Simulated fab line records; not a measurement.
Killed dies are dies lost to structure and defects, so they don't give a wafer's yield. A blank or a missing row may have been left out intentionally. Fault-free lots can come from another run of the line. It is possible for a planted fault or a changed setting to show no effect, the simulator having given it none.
A lot that was struck, set against a sound lot + flow nandHarc + 13 steps out of a route of 1159
Sound: these wafers, L124.1, L124.3, L124.5. Struck: wafers L126.3, L126.6 (left out: L126.5, a lot-mate that was not struck); the cause follows at the end.
Per side, at each step with rows, come the tool, then ch with its chambers, and then its first start. Under that, the readings that differ: sound wafers + struck wafers + difference of the means + sigmas: that difference in standard deviations of wafers without a fault.
alike: readings whose means differ by less than 2 such deviations, and words and numbers that are the same on both sides. not compared: withheld readings, readings that some wafer has no value for, bounds like >300 that may hide the same value, and numbers for which the record gives no deviation and whose values overlap.
A row with sigmas, a row that says differs or no value, or rows on one side alone: a step with any of these is where the two part. When numbers do not overlap yet have no deviation, they are printed without sigmas and do not part them. A reading that every wafer of one side lacks parts them only if that side has two wafers or more.

NHARC_A_CHANNEL_FILL_D1_ALD_25: deposits SiOx, target thk 60 nm, pulse time 10 s, ald cycles 600.
  sound on aldHk-03 ch 1,3, day 11 18:34; struck on aldHk-03 ch 1,3, day 12 12:01
| reading            | sound | struck        | difference                   | sigmas |
|--------------------|-------|---------------|------------------------------|--------|
| susceptorTempC (C) | - - - | 300.07 299.98 | no value on the sound wafers |        |
  alike: heaterPowerW, precursorPulseHeightRel
  not compared: sinceWetCleanH
NHARC_A_CHANNEL_FILL_D1_ETCHBACK_08: etches the open film in C4F8, target depth 220 nm, time 110 s.
  sound: rieDiel-05 ch 2,3; struck: rieDiel-05 ch 0,3
  alike: oesProductAu, rfVppV
  not compared: rfHoursCounterH
NHARC_A_CHANNEL_FILL_D1_STRIP_29: strips in O2, time 20 s.
  sound: rieDiel-05 ch 0,2,3; struck: rieDiel-05 ch 2,3
  alike: drypumpMotorCurrentA, oesProductAu, rfVppV, showerheadPlenumPTorr, throttleValvePct
  not compared: rfHoursCounterH
then, 3 steps without rows for these wafers: NHARC_A_CHANNEL_FILL_D1_PRECLEAN_30 (cleans in dHF, time 30 s); NHARC_A_CHANNEL_FILL_D1_SRD_31; NHARC_A_CHANNEL_FILL_D1_CVD_09 (deposits poly-Si, target thk 150 nm, time 3000 s).
NHARC_A_CHANNEL_FILL_D1_CMP_10: polishes, target thk 150 nm.
  sound on cmp-04 ch 1,2,3, day 12 05:20; struck on cmp-04 ch 2,3, day 12 22:07
  alike: edgeZonePressureFrac, motorCurrentA, timeToEndpointS
then, 1 step without rows for these wafers: NHARC_A_CHANNEL_FILL_D1_SRD_12.
NHARC_A_CHANNEL_FILL_D1_RTA_24: time 5 s.
  sound on rtpAnneal-01 ch 0, day 12 05:44; struck on rtpAnneal-01 ch 0, day 12 22:31
  alike: lampPowerPct, wafer_temp_C_max
NHARC_A_CHANNEL_FILL_D1_INSPECT_13:
  sound on defectInspect-01, day 12 06:07; struck on defectInspect-01, day 12 22:39
  alike: rawDefectCount
NHARC_A_STAIRCASE_DEP_156: deposits SiNx, target thk 50 nm.
  sound on pecvd-01 ch 0,1, day 12 06:11; struck on pecvd-02 ch 0, day 12 22:47
| reading         | sound             | struck      | difference | sigmas |
|-----------------|-------------------|-------------|------------|--------|
| rfFwdPowerW (W) | 445.8 449.7 448.8 | 375.6 375.6 | -72.5      | -48    |
  alike: heaterPowerW, susceptorTempC
  not compared: sinceWetCleanH
then, 1 step without rows for these wafers: NHARC_A_STAIRCASE_DEHYDRATE_158 (time 120 s).
-- jump in the record: it breaks off in module A_STAIRCASE and resumes in module END (first step shown: number 1159 of the route), and 11 days separate the struck wafers' starts before and after --
NHARC_END_SORT_01:
  here the record holds rows for the struck wafers (prober-02 ch 0, day 24 02:00) but none for the sound ones

== WHERE THEY PART ==
Earliest at NHARC_A_CHANNEL_FILL_D1_ALD_25; latest, in this record, at NHARC_END_SORT_01.

WHY: what had been put in by the simulator
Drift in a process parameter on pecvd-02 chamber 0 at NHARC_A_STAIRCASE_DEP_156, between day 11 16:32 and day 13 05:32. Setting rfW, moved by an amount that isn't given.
